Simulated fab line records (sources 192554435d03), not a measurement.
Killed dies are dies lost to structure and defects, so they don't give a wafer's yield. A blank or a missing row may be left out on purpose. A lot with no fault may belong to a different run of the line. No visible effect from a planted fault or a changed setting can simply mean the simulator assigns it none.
Split-lot experiment | flow n5-finfet | 21 wafers read across 7 lots, on a route 1938 steps long

== THE SPLIT ==
At N5_SD_EPI_P_COAT_34 (time 60 s, resist thk 350 nm), the setting spin-rpm was moved away from the recipe's 1500 rpm on 4 of the 21 wafers read, by -10.6% to +10.3%. All remaining wafers had this setting at the recipe value.

The reading comes from the split's own step.

== THE READING ==
SOC_of_SD_EPI_P_COAT_34.thk-nm (the simulator's own value, which no gauge read), in nm, at N5_SD_EPI_P_COAT_34 (time 60 s, resist thk 350 nm). There is no usual value for it anywhere in the file. Average 350.6 nm, standard deviation 0.79 nm, over the 17 wafers here run with the recipe.

wafer  | tool, chamber at the split | spin-rpm as run, rpm | against the recipe | SOC_of_SD_EPI_P_COAT_34.thk-nm, nm | against lot-mates on the recipe
L075.1 | litho-track-05, 0          | 1500                 | recipe             | 351                                | -
L075.4 | litho-track-05, 0          | 1500                 | recipe             | 351.4                              | -
L075.5 | litho-track-05, 0          | 1500                 | recipe             | 351.2                              | -
L079.4 | litho-track-02, 0          | 1341                 | -10.6%             | 369.2                              | +18.5
L079.5 | litho-track-02, 0          | 1500                 | recipe             | 350.6                              | -
L079.6 | litho-track-02, 0          | 1500                 | recipe             | 350.8                              | -
L085.2 | litho-track-01, 0          | 1500                 | recipe             | 351.2                              | -
L085.3 | litho-track-01, 0          | 1655                 | +10.3%             | 334                                | -17.2
L085.6 | litho-track-01, 0          | 1655                 | +10.3%             | 334.2                              | -17.0
L092.2 | litho-track-02, 0          | 1500                 | recipe             | 349.6                              | -
L092.3 | litho-track-02, 0          | 1500                 | recipe             | 350.6                              | -
L092.4 | litho-track-02, 0          | 1500                 | recipe             | 350.6                              | -
L093.4 | litho-track-02, 0          | 1500                 | recipe             | 350                                | -
L093.5 | litho-track-02, 0          | 1366                 | -8.9%              | 367.4                              | +17.5
L093.6 | litho-track-02, 0          | 1500                 | recipe             | 349.8                              | -
L095.1 | litho-track-01, 0          | 1500                 | recipe             | 351                                | -
L095.4 | litho-track-01, 0          | 1500                 | recipe             | 351.6                              | -
L095.5 | litho-track-01, 0          | 1500                 | recipe             | 352                                | -
L097.2 | litho-track-02, 0          | 1500                 | recipe             | 349                                | -
L097.3 | litho-track-02, 0          | 1500                 | recipe             | 350                                | -
L097.5 | litho-track-02, 0          | 1500                 | recipe             | 349.6                              | -

THE FIT
A straight line over all 21 wafers: SOC_of_SD_EPI_P_COAT_34.thk-nm changes by -1.7 nm for each +1% of spin-rpm; r = -0.99; the points scatter about the line by 0.89 nm.
The same after taking each lot's own level away (the mean of its wafers on the recipe; 21 wafers): -1.74 nm for each +1%; r = -1.00; scatter 0.59 nm.
According to that fit, moving spin-rpm by its largest amount changes the reading by 18 nm.
From 349.53 to 351.53 nm: that is the span of the lots' own levels, equal to 2.5 times the standard deviation above.
The two slopes are in agreement: the lot-to-lot level therefore moves the slope only a little.
Check: for one of the wafers moved furthest among these (-10.6%), held out of the fit, the line's prediction against its lot-mates is +18.7 nm. It came out at +18.5 nm against them.

== OTHER SPLITS APPLIED TO THESE WAFERS ==
These wafers also went through other splits before the reading. Each is held against what the fit with the lots' levels taken away leaves over:
other split on the same wafers  | wafers away from the commonest value | r with SOC_of_SD_EPI_P_COAT_34.thk-nm (lot level and that fit taken away)
N5_WELL_APT_COAT_19 spin-rpm    | 4                                    | -0.16
N5_FIN_SAQP_FIN_ETCH_36 icp-w   | 7                                    | -0.10
N5_FIN_CUT_COAT_19 spin-rpm     | 9                                    | +0.09
N5_DUMMY_GATE_CVD_03 temp-c     | 12                                   | +0.27
N5_DUMMY_GATE_COAT_34 spin-rpm  | 8                                    | +0.26
N5_DUMMY_GATE_EXPOSE_12 dose-mj | 6                                    | +0.09

== FILE'S OWN FIT ==
SOC_of_SD_EPI_P_COAT_34.thk-nm changes by -1.77 nm for each +1% of spin-rpm, r = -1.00.
